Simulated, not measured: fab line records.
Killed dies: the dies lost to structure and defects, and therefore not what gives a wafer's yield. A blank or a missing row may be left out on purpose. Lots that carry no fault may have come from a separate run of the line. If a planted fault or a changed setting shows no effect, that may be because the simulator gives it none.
Problem report, 8D (eight disciplines) form, completed by code    flow n5_finfet    the parts of the form that need people (team, actions taken, sign-off) are left out

== 1. THE ISSUE ==
Mean of run_length_s at N5_BEOL_M7_CVD_78: 64.3 s across 4 wafers in 3 lots; on wafers with no fault it is 165.4 s (standard deviation 0.37). So: -99 or more standard deviations from the usual mean.
The step: deposits Co from CCTBA/H2, target thk 2 nm, time 142.3 s.
The first sign was on wafer L527.2 at day 13 14:19, on cvd_co-02. The record holds 32 wafers of 11 lots with a number at this step. By rule, "out" or "out of limits" means more than 4 standard deviations away from the usual mean. The other wafers with a number count as sound.

== 2. WHAT THIS IS AND IS NOT ==
question                     is                              is not
which readings at this step  run_length_s                    -
which lots                   L527, L529, L531                L513, L520, L521, L522, L524, L525, L526, L530
which wafers of those lots   L527.2, L529.2, L529.4, L531.2  L527.3, L527.5, L531.5, L531.6
read on which tools          cvd_co-02                       cvd_co-01
when                         from day 13 14:19               up to then (23 sound wafers); but 5 sound wafers of L530, L531 came after

== 3. THE SUSPECTS, EACH WITH WHAT RULES IT OUT ==
Counting: any tool at a process step up to the reading remains a suspect provided it ran every lot that is out. Sound lots after the first of them don't rule it out here, since some wafers of a struck lot are sound.
- cvd_co-02 at N5_BEOL_M7_CVD_78 (deposits Co from CCTBA/H2, target thk 2 nm, time 142.3 s): kept. It processed each lot that is out (first: L527, day 13 14:19); up to then, its last sound lot is L525 (day 13 01:41). Its own readings are out on those wafers: run_length_s.
Remaining after the count: cvd_co-02 at N5_BEOL_M7_CVD_78.

== 4. THE CAUSE (what the simulator had put in) ==
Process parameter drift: cvd_co-02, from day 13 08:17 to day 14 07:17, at N5_BEOL_M7_CVD_78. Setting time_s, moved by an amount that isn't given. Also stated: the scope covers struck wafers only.
The count eliminated every tool but this one.

== 5. THE EFFECT CHAIN, in route order ==
Rows list readings where the struck wafers' mean (over those with a number) sits beyond 3 standard deviations from the usual. Only readings for which the record gives a usual standard deviation are gone through. hours: the time from each lot's start at the first step in this table that gives one to its start at this step, as a median over the lots. sigmas: the change in usual standard deviations.
hours  step               reading       usual    on struck wafers  change  sigmas
0      N5_BEOL_M7_CVD_78  run_length_s  165.4 s  64.3              -101.1  -99 or more
Here are the process steps it includes:
- N5_BEOL_M7_CVD_78: deposits Co from CCTBA/H2, target thk 2 nm, time 142.3 s.

== 6. WHAT WOULD HAVE CAUGHT IT SOONER ==
In this record no reading fell out of limits until day 13 14:19, 6 hours after the fault had begun at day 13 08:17.
